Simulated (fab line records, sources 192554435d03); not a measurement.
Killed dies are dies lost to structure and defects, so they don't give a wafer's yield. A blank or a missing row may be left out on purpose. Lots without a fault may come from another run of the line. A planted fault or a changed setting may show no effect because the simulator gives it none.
A struck lot beside a sound one | flow n5_finfet | 16 steps out of a route of 1938
Sound: wafers L565.1, L565.2, L565.6. Struck: wafers L567.4, L567.5, L567.6. The cause comes at the end.
At each step with rows: each side's tool, then ch and its chambers, then its first start. Under that, the readings that differ: sound wafers | struck wafers | difference of the means | sigmas: that difference in standard deviations of wafers without a fault.
alike: readings whose means differ by less than 2 such deviations, and words and numbers that are the same on both sides. not compared: withheld readings, readings that some wafer has no value for, bounds like >300 that may hide the same value, and numbers for which the record gives no deviation and whose values overlap.
The two part at a step that has a row with sigmas, a row that says differs or no value, or rows on one side only. Numbers that don't overlap but have no deviation are shown without sigmas and don't part them. A reading that every wafer of one side lacks parts them only if that side has two wafers or more.

first, 8 steps without rows for these wafers: N5_ZERO_LAYER_HMDS_04 (time 60 s); N5_ZERO_LAYER_COAT_05 (resist thk 1000 nm); N5_ZERO_LAYER_EBR_07; N5_ZERO_LAYER_SOFTBAKE_06 (time 90 s); N5_ZERO_LAYER_EXPOSE_08 (exposes mask ZERO, defocus 0 nm, target cd 2000 nm); N5_ZERO_LAYER_PEB_09; N5_ZERO_LAYER_DEVELOP_10 (develop time 60 s); N5_ZERO_LAYER_HARDBAKE_23 (time 120 s).
N5_ZERO_LAYER_CD_MEAS_11: target cd 2000 nm.
  sound on cd_sem-01 ch 0, day 4 06:46; struck on cd_sem-02 ch 0, day 4 18:39
  alike: cd_nm
N5_ZERO_LAYER_DESCUM_16: chemistry O2, time 7.9 s.
  sound on rie_diel-05 ch 0,3, day 4 07:16; struck on rie_diel-01 ch 2,3, day 4 18:41
  alike: drypump_motor_current_A, oes_product_au, rf_vpp_V, showerhead_plenum_p_Torr, throttle_valve_pct
  not compared: rf_hours_counter_h
N5_ZERO_LAYER_ETCH_17: etches SiO2 in CF4, target depth 12 nm, time 13.3 s.
  sound on rie_diel-05 ch 0,3, day 4 07:17; struck on rie_diel-01 ch 2,3, day 4 18:43
  alike: drypump_motor_current_A, oes_product_au, rf_vpp_V, showerhead_plenum_p_Torr, throttle_valve_pct
  not compared: rf_hours_counter_h
N5_ZERO_LAYER_ETCH_18: etches Si in HBr/Cl2, target depth 120 nm, time 40 s.
  sound on rie_si-01 ch 0,1, day 4 07:22; struck on rie_si-03 ch 0,1,3, day 4 18:47
  alike: drypump_motor_current_A, oes_product_au, throttle_valve_pct
  not compared: rf_hours_counter_h
N5_ZERO_LAYER_STRIP_24: strips in O2.
  sound on plasma_asher-01 ch 0,1, day 4 07:29; struck on plasma_asher-01 ch 0,1, day 4 18:55
  no value came back on the struck wafers for any of 5 readings (chamber_pressure_mTorr (mTorr), drypump_motor_current_A (A) and others); on the sound wafers chamber_pressure_mTorr (mTorr) reads 1000.1 999.9 998.5
  reading                                      | sound | struck            | difference | sigmas
  model.coat_of_ZERO_LAYER_COAT_05.thk_nm (nm) | 0 0 0 | 932.6 935.3 934.9 | +934.3     |
  not compared: rf_hours_counter_h
then, 1 step without rows for these wafers: N5_ZERO_LAYER_STRIP_19 (strips in SPM, time 900 s).
-- the record jumps here: 6 days lie between the struck wafers' starts before and after (it left off in module ZERO_LAYER and takes up again in module BEOL_M4, whose first step shown is number 1111 of the route) --
N5_BEOL_M4_RC_MEAS_101:
  sound on prober-02 ch 0, day 10 20:02; struck on prober-02 ch 0, day 11 04:52
  alike: DIBL_N, DIBL_P, IOFF_N, IOFF_P, ION_N, ION_P, SS_N, SS_P, VT_N, VT_P
then, 1 step without rows for these wafers: N5_PASSIVATION_PROBE_49.

WHERE THEY PART
Only at N5_ZERO_LAYER_STRIP_24, within this record. Later steps at which nothing parts them and some readings are alike: N5_BEOL_M4_RC_MEAS_101.

WHY: what the simulator had put in
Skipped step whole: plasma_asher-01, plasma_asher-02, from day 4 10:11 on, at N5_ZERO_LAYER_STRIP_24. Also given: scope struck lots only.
